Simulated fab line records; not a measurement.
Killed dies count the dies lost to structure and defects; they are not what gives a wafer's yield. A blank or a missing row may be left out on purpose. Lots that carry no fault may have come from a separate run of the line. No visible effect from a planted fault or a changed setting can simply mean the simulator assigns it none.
fab line records	flow n5-finfet	part 2 of 2: steps 4 to 6 of 6
record: lots: 23	wafers: 69	last-day: 17
route steps=1938 shown BEOL_M1@832 BEOL_M2@857
lots that met no fault: from a run of the same line without faults
start-h: hours from the record's opening day to when the first of the lot's shown wafers began	wait-h: hours since the lot's step before	" identical to the entry in the row above	L1.1+2: a single row standing in for several wafers	- no value, or no start given	* or withheld: withheld	< > ~ a bound
route shown NAME@n: names a module that has steps shown in the file, with the first one's number in the route	usual: the fault-free wafers' mean and standard deviation	same: alike in all rows	chamber/n: place in a boat	sites: each site's reading	_std_site: how widely they spread, as a standard deviation	_edge_site: the outer-site mean with the inner-site mean subtracted	radius-mm: for every site, how far away it sits from the centre of the wafer	mask NAME#n: copy n	behind: the tool/chamber that last shaped the wafer	hold: reason for holding the lot/hours on hold/outcome of the hold	device: the transistor (n, p or np) that didn't switch	end of line: tests of these same wafers at the route's end	step lacking rows: just its recipe	killed: dies that structure and defects cost at the first sort, which is not the same as the wafer's yield	map: a wafer's dies, marking killed ones x, the rest . and places with no die _
set.NAME: the setting the step ran with; set.NAME@STEP: the setting that earlier step ran with	model.NAME: the simulator's own value behind a step, which no gauge read
a sample of lots followed through the steps of the route, with each step as a table and each wafer as a row
services: the hour from which a tool's chamber was out of use, counted from the record's first day as start-h (under 0 if before that day), plus the number of hours and why
== steps ==
step: N5_BEOL_M2_ETCH_64
recipe: chemistry: N2/H2	target: SOC	target-depth-a: 750	overetch-a: 225	mask-material: SiARC	temp-c: 40	time-s: 121.9	ion-energy-ev: 200	pressure-mtorr: 30	source-w: 840	bias-w: 150	n2-flow-sccm: 200	h2-flow-sccm: 200
usual: drypump-motor-current-A: 5.7/0.31	oes-product-au: 0.57/0.05	rf-vpp-V: 524.2/2.8	showerhead-plenum-p-Torr: 2.56/0.093	throttle-valve-pct: 17.90/0.22
lot.wafer	tool	chamber	start-h	wait-h	drypump-motor-current-A	oes-product-au	rf-hours-counter-h	rf-vpp-V	showerhead-plenum-p-Torr	throttle-valve-pct
L075.2	rie-diel-03	0	141.34	0.0	5.5	0.59	136	521.0	2.46	18.05
L075.3	"	2	"	"	6.1	0.55	209	524.5	2.52	17.78
L075.4	"	3	"	"	5.9	0.67	39	527.7	2.70	17.71
L074.2	rie-diel-06	2	142.55	0.0	6.3	0.54	243	521.0	2.40	18.06
L074.3	"	0	"	"	5.8	0.57	164	526.2	2.66	17.97
L074.5	"	0	"	"	5.8	0.57	-	526.1	2.66	17.97
L076.1	rie-diel-03	0	144.59	0.0	5.5	0.59	136	521.6	2.46	18.04
L076.2	"	3	"	"	5.9	0.67	39	528.2	2.70	17.72
L076.5	"	1	"	"	5.3	0.54	-	525.9	2.64	17.83
L077.1	rie-diel-03	3	158.27	0.0	5.9	0.66	45	527.7	2.70	17.71
L077.2	"	1	"	"	5.3	0.54	181	526.8	2.63	17.86
L077.3	"	0	"	"	5.6	0.59	141	522.6	2.46	18.07
L078.2	rie-diel-02	1	158.36	0.0	5.9	0.56	204	525.7	2.63	18.12
L078.3	"	0	"	"	5.6	0.54	212	522.1	2.51	17.68
L078.6	"	3	"	"	5.6	0.56	-	521.7	2.51	18.22
L079.1	rie-diel-03	2	161.46	0.0	6.1	0.54	215	522.2	2.52	17.80
L079.4	"	3	"	"	5.9	0.66	46	527.6	2.70	17.74
L079.5	"	3	"	"	5.9	0.66	-	527.1	2.70	17.72
L080.2	rie-diel-06	0	172.28	0.0	5.8	0.55	174	527.1	2.65	18.00
L080.3	"	3	"	"	5.2	0.56	163	519.3	2.43	17.58
L080.6	"	0	"	"	5.8	0.57	-	526.5	2.65	17.99
L081.1	rie-diel-02	1	180.36	0.0	5.9	0.55	214	525.7	2.62	18.15
L081.3	"	0	"	"	5.6	0.53	217	524.8	2.51	17.68
L081.6	"	1	"	"	5.9	0.55	-	526.5	2.62	18.15
L082.2	rie-diel-06	1	189.20	0.0	5.4	0.55	210	523.5	2.53	18.21
L082.3	"	3	"	"	5.2	0.55	173	520.0	2.43	17.61
L082.5	"	0	"	"	5.8	0.55	-	528.0	2.65	18.01
L083.1	rie-diel-02	2	189.36	0.0	5.4	0.54	229	521.0	2.52	17.81
L083.2	"	0	"	"	5.6	0.52	220	523.4	2.50	17.68
L083.6	"	1	"	"	5.9	0.54	-	526.6	2.62	18.14
L084.2	rie-diel-06	1	197.09	0.0	5.4	0.55	214	522.0	2.52	18.22
L084.3	"	0	"	"	5.8	0.56	186	526.3	2.65	18.00
L084.6	"	2	"	"	6.3	0.74	-	527.7	2.72	17.54
L085.1	rie-diel-06	2	197.80	0.0	6.3	0.73	2	528.8	2.72	17.55
L085.2	"	0	"	"	5.8	0.55	186	526.4	2.65	18.00
L085.3	"	1	"	"	5.4	0.55	214	523.5	2.52	18.19
L086.3	rie-diel-03	2	211.65	0.0	6.1	0.53	233	524.8	2.51	17.82
L086.5	"	2	"	"	6.1	0.54	-	523.3	2.51	17.83
L086.6	"	3	"	"	5.9	0.64	-	527.1	2.69	17.77
L088.1	rie-diel-06	0	214.79	0.0	5.8	0.55	191	527.1	2.64	18.01
L088.4	"	2	"	"	6.3	0.71	7	528.1	2.72	17.56
L088.5	"	2	"	"	6.3	0.72	-	527.2	2.72	17.54
L087.3	rie-diel-03	2	214.96	0.0	6.1	0.53	235	523.0	2.51	17.82
L087.4	"	1	"	"	5.3	0.53	203	525.4	2.63	17.89
L087.5	"	0	"	"	5.5	0.58	-	518.6	2.45	18.08
L089.1	rie-diel-02	0	221.80	0.0	5.5	0.53	231	522.3	2.50	17.70
L089.2	"	3	"	"	5.6	0.55	223	523.9	2.50	18.26
L089.6	"	3	"	"	5.6	0.54	-	522.8	2.50	18.26
L090.3	rie-diel-03	0	225.62	0.0	5.6	0.57	166	520.8	2.45	18.09
L090.4	"	1	"	"	5.3	0.53	208	525.5	2.62	17.90
L090.5	"	3	"	"	5.9	0.64	-	528.5	2.69	17.77
L091.2	rie-diel-02	3	230.72	0.0	5.6	0.54	227	522.0	2.50	18.27
L091.3	"	0	"	"	5.6	0.52	235	522.5	2.50	17.70
L091.6	"	2	"	"	5.4	0.53	-	524.2	2.51	17.83
L092.1	rie-diel-06	2	237.11	0.0	6.2	0.70	14	528.0	2.71	17.55
L092.2	"	3	"	"	5.2	0.55	186	519.8	2.42	17.63
L092.5	"	1	"	"	5.4	0.54	-	522.2	2.52	18.23
L093.1	rie-diel-06	2	243.33	0.0	6.3	0.70	17	529.9	2.71	17.57
L093.2	"	0	"	"	5.8	0.54	199	526.2	2.64	18.04
L093.5	"	0	"	"	5.8	0.54	-	528.6	2.64	18.03
L094.1	rie-diel-02	0	247.53	0.0	5.6	0.52	240	523.9	2.50	17.71
L094.2	"	1	"	"	5.9	0.54	232	525.3	2.61	18.17
L094.4	"	1	"	"	5.8	0.54	-	527.1	2.61	18.18
L095.1	rie-diel-03	0	256.78	0.0	5.6	0.57	177	521.6	2.44	18.13
L095.3	"	1	"	"	5.3	0.52	219	526.5	2.62	17.92
L095.6	"	3	"	"	5.9	0.63	-	528.4	2.68	17.78
L096.2	rie-diel-03	1	282.51	0.0	5.3	0.51	230	524.4	2.61	17.93
L096.5	"	1	"	"	5.3	0.51	-	527.9	2.61	17.94
L096.6	"	0	"	"	5.6	0.56	-	519.4	2.44	18.13
step: N5_BEOL_M2_OVL_MEAS_29
recipe: points-per-wafer: 522
usual: V1_OVL: 0.1/0.71
same: points-per-wafer: 522
lot.wafer	tool	chamber	start-h	wait-h	V1_OVL[nm]
L075.2	overlay-01	0	142.19	0.0	0.2
L075.3	"	0	"	"	0.9
L075.4	"	0	"	"	-0.3
L074.2	overlay-01	0	143.39	0.0	0.1
L074.3	"	0	"	"	0.6
L074.5	"	0	"	"	0.6
L076.1	overlay-02	0	145.56	0.0	0.1
L076.2	"	0	"	"	0.2
L076.5	"	0	"	"	-0.7
L077.1	overlay-01	0	158.97	0.0	0.0
L077.2	"	0	"	"	-0.1
L077.3	"	0	"	"	-0.6
L078.2	overlay-02	0	159.19	0.0	0.0
L078.3	"	0	"	"	0.5
L078.6	"	0	"	"	0.5
L079.1	overlay-01	0	162.16	0.0	0.6
L079.4	"	0	"	"	0.2
L079.5	"	0	"	"	0.3
L080.2	overlay-02	0	173.08	0.0	-0.8
L080.3	"	0	"	"	-1.1
L080.6	"	0	"	"	-0.8
L081.1	overlay-01	0	181.25	0.0	-0.3
L081.3	"	0	"	"	-0.9
L081.6	"	0	"	"	0.5
L082.2	overlay-01	0	190.06	0.0	-0.3
L082.3	"	0	"	"	0.1
L082.5	"	0	"	"	0.3
L083.1	overlay-01	0	190.44	0.0	-1.1
L083.2	"	0	"	"	1.1
L083.6	"	0	"	"	1.4
L084.2	overlay-02	0	198.02	0.0	0.4
L084.3	"	0	"	"	0.8
L084.6	"	0	"	"	1.0
L085.1	overlay-01	0	198.51	0.0	1.8
L085.2	"	0	"	"	1.9
L085.3	"	0	"	"	0.8
L086.3	overlay-02	0	212.51	0.0	-1.0
L086.5	"	0	"	"	-1.5
L086.6	"	0	"	"	-1.5
L088.1	overlay-02	0	215.55	0.0	-0.6
L088.4	"	0	"	"	-0.4
L088.5	"	0	"	"	-0.9
L087.3	overlay-01	0	215.68	0.0	0.8
L087.4	"	0	"	"	-0.4
L087.5	"	0	"	"	0.1
L089.1	overlay-01	0	222.63	0.0	0.5
L089.2	"	0	"	"	-0.4
L089.6	"	0	"	"	0.5
L090.3	overlay-02	0	226.44	0.0	-0.9
L090.4	"	0	"	"	0.0
L090.5	"	0	"	"	-0.4
L091.2	overlay-01	0	231.55	0.0	0.3
L091.3	"	0	"	"	0.1
L091.6	"	0	"	"	0.6
L092.1	overlay-02	0	237.94	0.0	0.3
L092.2	"	0	"	"	-0.1
L092.5	"	0	"	"	0.5
L093.1	overlay-01	0	244.69	0.0	0.3
L093.2	"	0	"	"	0.1
L093.5	"	0	"	"	-0.6
L094.1	overlay-02	0	248.36	0.0	-1.1
L094.2	"	0	"	"	-1.0
L094.4	"	0	"	"	0.1
L095.1	overlay-02	0	257.48	0.0	0.5
L095.3	"	0	"	"	0.1
L095.6	"	0	"	"	-0.8
L096.2	overlay-02	0	283.34	0.0	-0.1
L096.5	"	0	"	"	-0.3
L096.6	"	0	"	"	-0.5
step: N5_BEOL_M2_ALD_98
recipe: material: SiO2	target-thk-a: 25	temp-c: 100	ald-precursor-family: BDEAS	ald-co-reactant: O2-plasma	pulse-time-s: 1	co-reactant-pulse-time-s: 1	purge-time-s: 2	co-reactant-purge-time-s: 2	ald-cycles: 17	pressure-torr: 2
usual: heater-power-w: 77/8.9	precursor-pulse-height-rel: 0.997/0.019
lot.wafer	tool	chamber	start-h	wait-h	heater-power-w	precursor-pulse-height-rel	since-wet-clean-h
L075.2	ald-sin-04	0	142.41	0.1	76	1.006	332
L075.3	"	2	"	"	90	1.008	332
L075.4	"	3	"	"	71	1.021	-
L074.2	ald-sin-01	1	143.98	0.4	81	1.002	44
L074.3	"	2	"	"	71	0.997	44
L074.5	"	3	"	"	81	0.969	-
L076.1	ald-sin-01	0	146.25	0.5	73	1.004	46
L076.2	"	1	"	"	81	0.990	46
L076.5	"	0	"	"	71	1.012	-
L077.1	ald-sin-01	0	159.21	0.1	74	0.993	59
L077.2	"	2	"	"	73	1.004	59
L077.3	"	3	"	"	81	0.967	59
L078.2	ald-sin-01	3	159.47	0.1	81	0.981	60
L078.3	"	2	"	"	72	1.001	60
L078.6	"	0	"	"	72	1.006	-
L079.1	ald-sin-04	1	162.43	0.1	85	1.012	352
L079.4	"	2	"	"	91	0.998	352
L079.5	"	1	"	"	85	0.976	-
L080.2	ald-sin-01	3	173.35	0.1	80	1.039	74
L080.3	"	0	"	"	73	1.013	74
L080.6	"	0	"	"	72	1.044	-
L081.1	ald-sin-01	1	181.71	0.3	82	0.991	82
L081.3	"	3	"	"	81	0.983	82
L081.6	"	0	"	"	73	1.014	-
L082.2	ald-sin-03	1	190.46	0.1	56	1.026	183
L082.3	"	0	"	"	96	0.958	183
L082.5	"	0	"	"	93	0.990	-
L083.1	ald-sin-03	0	190.67	0.1	95	1.004	183
L083.2	"	2	"	"	63	1.014	183
L083.6	"	2	"	"	63	1.023	-
L084.2	ald-sin-01	2	198.24	0.1	71	0.995	98
L084.3	"	1	"	"	81	0.987	98
L084.6	"	3	"	"	83	1.000	-
L085.1	ald-sin-01	3	198.99	0.3	81	1.026	99
L085.2	"	0	"	"	73	1.023	99
L085.3	"	1	"	"	82	0.983	99
L086.3	ald-sin-04	0	212.78	0.1	76	0.975	20
L086.5	"	2	"	"	84	0.996	-
L086.6	"	3	"	"	73	0.954	-
L088.1	ald-sin-01	1	216.24	0.5	83	1.014	116
L088.4	"	2	"	"	72	1.033	116
L088.5	"	3	"	"	82	1.014	-
L087.3	ald-sin-01	0	216.34	0.5	75	1.002	117
L087.4	"	3	"	"	84	0.990	117
L087.5	"	3	"	"	81	1.030	-
L089.1	ald-sin-04	1	222.87	0.1	85	0.962	30
L089.2	"	0	"	"	77	1.013	30
L089.6	"	2	"	"	85	1.015	-
L090.3	ald-sin-04	2	226.65	0.1	88	0.992	34
L090.4	"	1	"	"	83	0.991	34
L090.5	"	0	"	"	78	0.982	-
L091.2	ald-sin-03	0	231.77	0.1	97	0.988	224
L091.3	"	3	"	"	77	0.994	224
L091.6	"	2	"	"	62	0.989	-
L092.1	ald-sin-01	0	238.21	0.1	74	0.982	138
L092.2	"	1	"	"	84	1.013	138
L092.5	"	3	"	"	81	1.020	-
L093.1	ald-sin-04	2	246.40	1.5	87	0.976	53
L093.2	"	1	"	"	83	1.006	53
L093.5	"	2	"	"	89	0.999	-
L094.1	ald-sin-03	0	248.81	0.3	93	0.987	241
L094.2	"	2	"	"	62	0.968	241
L094.4	"	3	"	"	77	1.021	-
L095.1	ald-sin-03	3	257.81	0.1	75	0.969	250
L095.3	"	0	"	"	95	0.990	250
L095.6	"	3	"	"	77	1.008	-
L096.2	ald-sin-01	0	283.56	0.1	72	0.997	184
L096.5	"	0	"	"	74	0.979	-
L096.6	"	3	"	"	84	1.013	-
== services ==
tool	chamber	start-h	hours	kind
rie-diel-06	3	119.33	22.6	repair
ald-sin-04	1	137.93	12.3	repair
rie-diel-02	1	146.47	3.9	repair
rie-diel-06	2	165.55	-	clean
rie-diel-06	2	165.55	-	consumable-replace:focus-ring
rie-diel-06	2	165.55	-	consumable-replace:showerhead
rie-diel-06	2	165.55	25.6	scheduled-down
rie-diel-06	2	165.55	25.6	vent-cycle
ald-sin-04	-	173.10	6.0	pm
ald-sin-04	-	179.10	14.0	pm
rie-diel-02	3	185.18	6.4	repair
rie-diel-03	3	225.89	3.9	repair
ald-sin-04	1	233.85	9.4	repair
ald-sin-01	-	240.48	14.6	pm
rie-diel-02	2	241.87	-	clean
rie-diel-02	2	241.87	-	consumable-replace:focus-ring
ald-sin-04	3	241.97	2.1	repair
ald-sin-03	1	242.68	37.2	repair
rie-diel-03	2	256.56	-	clean
rie-diel-03	2	256.56	-	consumable-replace:focus-ring
rie-diel-03	2	256.56	32.4	scheduled-down
rie-diel-03	2	256.56	32.4	vent-cycle
ald-sin-04	-	263.86	2.8	pm
rie-diel-06	2	279.68	6.7	repair
